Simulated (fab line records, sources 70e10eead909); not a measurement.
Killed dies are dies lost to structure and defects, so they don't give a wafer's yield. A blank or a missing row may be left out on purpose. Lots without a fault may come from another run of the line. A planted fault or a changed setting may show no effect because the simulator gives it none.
Which tool did it? | flow nand_harc | 11 lots, 33 wafers sampled, at 4 steps of a route of 1302

WHAT THE GAUGES READ, wafer by wafer
NHARC_P_CONTACT_CD_MEAS_12: target cd 90 nm.
lot  | measured     | on        | cd_nm (nm)
L184 | day 6 04:26  | cd_sem-01 | 89.6 90.1 90.7
L185 | day 6 17:29  | cd_sem-01 | 90.7 91.2 91.9
L186 | day 6 22:14  | cd_sem-01 | 91.2 89.7 90.8
L188 | day 7 20:17  | cd_sem-03 | 90.2 90.1 90.4
L191 | day 9 03:59  | cd_sem-03 | 90.7 90.8 90.2
L194 | day 10 12:23 | cd_sem-01 | 90.7 90.0 90.6
L196 | day 11 04:17 | cd_sem-01 | 89.7 89.7 89.7
L198 | day 12 06:20 | cd_sem-03 | 89.8 90.1 89.5
L199 | day 12 15:58 | cd_sem-02 | 94.7 94.9 95.0 94.7 94.7 94.7
L203 | day 14 02:14 | cd_sem-02 | 93.5 93.1 94.2 93.8 93.4 93.8
L204 | day 14 18:52 | cd_sem-03 | 92.8 93.5 93.2 92.9 93.6 93.6

WHICH TOOL RAN EACH LOT (tool, then ch and the chambers of the sampled wafers, then the start)
lot  | NHARC_P_GATE_DESCUM_61             | NHARC_P_GATE_STRIP_76                | NHARC_P_CONTACT_EXPOSE_09
L184 | rie_diel-13 ch 0,1,3, day 5 22:20  | plasma_asher-01 ch 0,1, day 5 22:56  | arfi_scanner-02 ch 0, day 6 04:17
L185 | rie_diel-13 ch 0,2,3, day 6 11:09  | plasma_asher-02 ch 0,1, day 6 11:46  | arfi_scanner-02 ch 0, day 6 17:20
L186 | rie_diel-02 ch 0,3, day 6 15:56    | plasma_asher-01 ch 0,1, day 6 16:34  | arfi_scanner-03 ch 0, day 6 22:06
L188 | rie_diel-13 ch 0,1,2, day 7 14:05  | plasma_asher-01 ch 0,1, day 7 14:41  | arfi_scanner-02 ch 0, day 7 20:08
L191 | rie_diel-13 ch 0,1,3, day 8 21:48  | plasma_asher-02 ch 0,1, day 8 22:27  | arfi_scanner-02 ch 0, day 9 03:51
L194 | rie_diel-13 ch 0,1,2, day 10 06:05 | plasma_asher-01 ch 0,1, day 10 06:43 | arfi_scanner-01 ch 0, day 10 12:16
L196 | rie_diel-09 ch 0,3, day 10 22:08   | plasma_asher-02 ch 0,1, day 10 22:47 | arfi_scanner-02 ch 0, day 11 04:08
L198 | rie_diel-13 ch 2,3, day 11 23:55   | plasma_asher-02 ch 0,1, day 12 00:34 | arfi_scanner-01 ch 0, day 12 06:12
L199 | rie_diel-02 ch 1,3, day 12 09:41   | plasma_asher-02 ch 0,1, day 12 10:20 | arfi_scanner-01 ch 0, day 12 15:50
L203 | rie_diel-09 ch 0,2,3, day 13 20:00 | plasma_asher-01 ch 0,1, day 13 20:37 | arfi_scanner-01 ch 0, day 14 02:05
L204 | rie_diel-02 ch 1,2, day 14 12:37   | plasma_asher-01 ch 0,1, day 14 13:15 | arfi_scanner-01 ch 0, day 14 18:44
- NHARC_P_GATE_DESCUM_61: chemistry O2, time 3 s.
- NHARC_P_GATE_STRIP_76: strips in O2.
- NHARC_P_CONTACT_EXPOSE_09: exposes mask P CA, target cd 90 nm.

WHAT THE TOOLS THEMSELVES READ (means of the sampled wafers that have a number; where no wafer has one, the mark that the record gives instead)
NHARC_P_GATE_DESCUM_61.
lot  | tool        | drypump_motor_current_A (A) | oes_product_au (a.u.) | rf_vpp_V (V) | showerhead_plenum_p_Torr (Torr) | throttle_valve_pct (%)
L184 | rie_diel-13 | 5.5                         | 1.013                 | 58.0         | 1.94                            | 11.308
L185 | rie_diel-13 | 5.6                         | 0.997                 | 57.9         | 1.95                            | 11.310
L186 | rie_diel-02 | 6.2                         | 0.988                 | 58.1         | 1.83                            | 11.308
L188 | rie_diel-13 | 5.7                         | 1.005                 | 58.1         | 1.95                            | 11.310
L191 | rie_diel-13 | 5.6                         | 1.012                 | 57.6         | 1.94                            | 11.308
L194 | rie_diel-13 | 5.7                         | 1.010                 | 57.6         | 1.95                            | 11.313
L196 | rie_diel-09 | 6.3                         | 0.992                 | 57.3         | 1.84                            | 11.304
L198 | rie_diel-13 | 5.2                         | 0.993                 | 58.7         | 1.98                            | 11.305
L199 | rie_diel-02 | 5.3                         | 0.986                 | 57.1         | 1.83                            | 11.314
L203 | rie_diel-09 | 6.3                         | 0.993                 | 58.2         | 1.87                            | 11.317
L204 | rie_diel-02 | 5.3                         | 0.997                 | 57.4         | 1.92                            | 11.315

NHARC_P_GATE_STRIP_76.
lot  | tool            | drypump_motor_current_A (A) | heater_power_w (W)
L184 | plasma_asher-01 | 6.08                        | 310
L185 | plasma_asher-02 | 6.42                        | 376
L186 | plasma_asher-01 | 5.97                        | 309
L188 | plasma_asher-01 | 5.97                        | 315
L191 | plasma_asher-02 | 6.37                        | 368
L194 | plasma_asher-01 | 6.07                        | 300
L196 | plasma_asher-02 | 6.42                        | 377
L198 | plasma_asher-02 | 6.41                        | 363
L199 | plasma_asher-02 | 6.38                        | 363
L203 | plasma_asher-01 | 6.06                        | 303
L204 | plasma_asher-01 | 5.97                        | 304

NHARC_P_CONTACT_EXPOSE_09.
lot  | tool            | exposure_dose_mJ_cm2
L184 | arfi_scanner-02 | 81.28
L185 | arfi_scanner-02 | 81.28
L186 | arfi_scanner-03 | 81.26
L188 | arfi_scanner-02 | 81.34
L191 | arfi_scanner-02 | 81.26
L194 | arfi_scanner-01 | 81.25
L196 | arfi_scanner-02 | 81.30
L198 | arfi_scanner-01 | 81.18
L199 | arfi_scanner-01 | 87.91
L203 | arfi_scanner-01 | 86.53
L204 | arfi_scanner-01 | 85.58

THE ANSWER, worked out from the rows above alone
Rule: what is usual is taken from the lots themselves. Put in order of their means at a reading, lots are off if they are a third of the lots or fewer, leave a main group of 4 or more, and stand apart from it by a gap of 3 or more times the standard deviation of the main group's means; of several such gaps the widest counts. A main group whose means are all the same, to the digits that the tables above print for the reading, isn't used. A lot without any number at a reading at which 4 lots or more have one is off too. The other lots that the step has rows for count as sound. The gauges are gone through in route order, then the tools' own readings, and for those a lot's mean is taken as printed above. The first step at which some lot is off is used, and at that step the reading that is off furthest; a lot without a number counts as furthest.
Off: L199, L203, L204, at NHARC_P_CONTACT_CD_MEAS_12 (cd_nm). The main group: mean 90.3 nm, standard deviation 0.46.
A tool fits if, at a process step before that reading, it ran every lot that is off, and no sound lot after the first of them. The gauges at NHARC_P_CONTACT_CD_MEAS_12 aren't tried: what is off there is off at NHARC_P_CONTACT_EXPOSE_09 too, on other tools, and a gauge's error can't cause that. One fits: arfi_scanner-01 at NHARC_P_CONTACT_EXPOSE_09. Its last sound lot is L198 (day 12 06:12), its first lot that is off L199 (day 12 15:50): a fault that began between those two fits.
The tool's own readings at NHARC_P_CONTACT_EXPOSE_09 bear it out: on the lots that are off they differ by more than 5 times the standard deviation of the sound lots' means. exposure_dose_mJ_cm2 reads 86.67 there against 81.27 on the sound lots.

WHAT THE SIMULATOR HAD PUT IN
Process parameter drift: arfi_scanner-01, from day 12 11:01 on, at NHARC_P_CONTACT_EXPOSE_09. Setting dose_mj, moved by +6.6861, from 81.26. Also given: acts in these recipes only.
Lots struck among those shown: L199, L203, L204. The rule above found the same.
